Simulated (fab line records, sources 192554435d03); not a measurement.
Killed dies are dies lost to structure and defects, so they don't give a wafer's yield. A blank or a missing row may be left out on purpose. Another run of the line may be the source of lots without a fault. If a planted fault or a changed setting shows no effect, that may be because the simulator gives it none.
Comparing a struck lot with a sound one    flow n5 finfet    38 steps out of a route of 1938
Sound: these wafers, L871.1, L871.2, L871.3. Wafers L861.3, L861.4, L861.5 were the ones struck. At the end, the cause is stated.
For every step that has rows: the tool of each side, followed by ch and its chambers, followed by its first start. Under that, the readings that differ: sound wafers    struck wafers    difference of the means    sigmas: that difference in standard deviations of wafers without a fault.
alike: words and numbers the same on both sides, and readings whose means are apart by under 2 such deviations; not compared: readings that were withheld, readings missing a value for some wafer, numbers with overlapping values and no deviation given by the record, and bounds like >300 which may hide the same value.
A row with sigmas, a row that says differs or no value, or rows on one side alone: a step with any of these is where the two part. Numbers that have no deviation but don't overlap get no sigmas and don't part them. A reading missing from all wafers of one side parts the sides only when that side holds two or more wafers.

first, 11 steps without rows for these wafers: N5_FIN_SAQP_MANDREL1_REMOVE_56 (chemistry HBr/Cl2/O2, target a-Si, stops on SiNx, bt time 10 s); N5_FIN_SAQP_ETCH_57 (etches SiNx in CH3F/O2, target depth 32.5 nm, time 46.4 s); N5_FIN_SAQP_ETCH_65 (etches SiO2 in CF4, target depth 4 nm, time 4.4 s); N5_FIN_SAQP_MANDREL_ETCH_58 (etches a-Si in HBr/Cl2, stops on SiNx, target depth 45 nm, bt time 10 s, time 27 s); N5_FIN_SAQP_RECESS_63 (chemistry HF/NH3, target SiO2, target depth 18 nm, afs cycles 3, sublimation time 60 s); N5_FIN_SAQP_COAT_68 (time 60 s, resist thk 100 nm); N5_FIN_SAQP_ETCH_69 (etches SOC in N2/H2, stops on SiNx, target depth 150 nm); N5_FIN_SAQP_ETCH_67 (etches SiNx in CH3F/O2, target depth 30 nm); N5_FIN_SAQP_STRIP_70 (strips in N2/H2); N5_FIN_SAQP_RECESS_71 (chemistry HF/NH3, target SiO2, target depth 3 nm, afs cycles 1, sublimation time 60 s); N5_FIN_SAQP_SPACER2_ALD_28 (deposits SiO2, target thk 8.1 nm, pulse time 1 s, purge time 2 s).
N5_FIN_SAQP_SPACER2_ETCHBACK_29: etches SiO2 in CHF3/O2, target depth 12.2 nm, time 6.1 s.
  sound on rie diel-04 ch 0,2,3, day 7 07:11; struck on rie diel-05 ch 0,2,3, day 4 21:51
  alike: drypump motor current A, oes product au, rf vpp V, showerhead plenum p Torr, throttle valve pct
  not compared: rf hours counter h
then, 9 steps without rows for these wafers: N5_FIN_SAQP_MANDREL2_REMOVE_60 (chemistry HBr/Cl2/O2, target a-Si, stops on SiNx, bt time 10 s); N5_FIN_SAQP_HM_OPEN_33 (chemistry CH3F/O2, target SiNx, target depth 49.4 nm, time 70.6 s); N5_FIN_SAQP_ETCH_34 (etches SiO2 in C4F6/O2, target depth 45 nm, time 15 s); N5_FIN_SAQP_STRIP_77 (strips in N2/H2, time 90 s); N5_FIN_SAQP_ETCH_64 (etches SiO2 in CF4, target depth 1.5 nm); N5_FIN_SAQP_FIN_ETCH_36 (etches the open film in HBr/Cl2/O2, target depth 120 nm, time 50.4 s); N5_FIN_SAQP_PRECLEAN_38 (cleans in O3/DIW, time 45 s); N5_FIN_SAQP_PRECLEAN_45 (cleans in dHF, time 10 s); N5_FIN_SAQP_SRD_39 (time 30 s).
N5_FIN_SAQP_INSPECT_40: inspects for defects (brightfield).
  sound on defect inspect-02, day 7 08:02; struck on defect inspect-01, day 4 22:38
reading           sound        struck       difference  sigmas
raw defect count  239 243 247  547 679 552  +350        +6
then, 9 steps without rows for these wafers: N5_FIN_CUT_COAT_18 (time 60 s, resist thk 230 nm); N5_FIN_CUT_COAT_19 (time 60 s, resist thk 20 nm); N5_FIN_CUT_COAT_29 (time 60 s, resist thk 10 nm); N5_FIN_CUT_COAT_02 (resist thk 30 nm); N5_FIN_CUT_EBR_04; N5_FIN_CUT_SOFTBAKE_03 (time 60 s); N5_FIN_CUT_EXPOSE_05 (exposes mask FIN CUT); N5_FIN_CUT_PEB_06 (peb time 60 s); N5_FIN_CUT_DEVELOP_07 (develop time 30 s).
N5_FIN_CUT_INSPECT_10: inspects for defects (brightfield).
  sound on defect inspect-01, day 7 08:25; struck on defect inspect-01, day 4 23:02
reading           sound     struck       difference  sigmas
raw defect count  44 43 53  345 356 339  +300        +27
then, 3 steps without rows for these wafers: N5_FIN_CUT_DESCUM_13 (chemistry O2, time 7 s); N5_FIN_CUT_ETCH_30 (etches underlayer in N2/H2, target depth 13 nm, time 10.4 s); N5_FIN_CUT_ETCH_20 (etches SiARC in CF4, target depth 26 nm, time 43.3 s).
N5_FIN_CUT_INSPECT_17: inspects for defects (brightfield).
  sound on defect inspect-01, day 7 09:23; struck on defect inspect-02, day 5 00:01
reading           sound        struck       difference  sigmas
raw defect count  275 287 266  541 660 554  +309        +5
-- a jump in the record: the struck wafers' starts before and after are 10 days apart (it breaks off in module FIN_CUT and resumes in module BEOL_M4, where the first step shown is number 1111 of the route) --
N5_BEOL_M4_RC_MEAS_101:
  sound on prober-01 ch 0, day 16 08:12; struck on prober-01 ch 0, day 14 12:25
reading         sound                 struck                difference  sigmas
IOFF_P (nA/um)  0.284 0.258 0.238     0.179 0.202 0.197     -0.067      -2
ION_P (uA/um)   470 465 470           454 453 454           -15         -3
VT_P (mV)       -244.7 -248.1 -246.2  -253.3 -252.1 -252.3  -6.2        -2
  alike: DIBL_N, DIBL_P, IOFF_N, ION_N, SS_N, SS_P, VT_N
-- here the record skips 5 days between the struck wafers' starts before and after, leaving off in module BEOL_M4 and picking up in module PASSIVATION (first step shown: number 1936 of the route) --
N5_PASSIVATION_PROBE_49:
  rows exist in the record for the struck wafers here (prober-01, day 19 03:08), but not for the sound ones

WHERE THEY PART
Last at N5_PASSIVATION_PROBE_49 as far as this record goes, first at N5_FIN_SAQP_INSPECT_40.

WHY: what the simulator had put in
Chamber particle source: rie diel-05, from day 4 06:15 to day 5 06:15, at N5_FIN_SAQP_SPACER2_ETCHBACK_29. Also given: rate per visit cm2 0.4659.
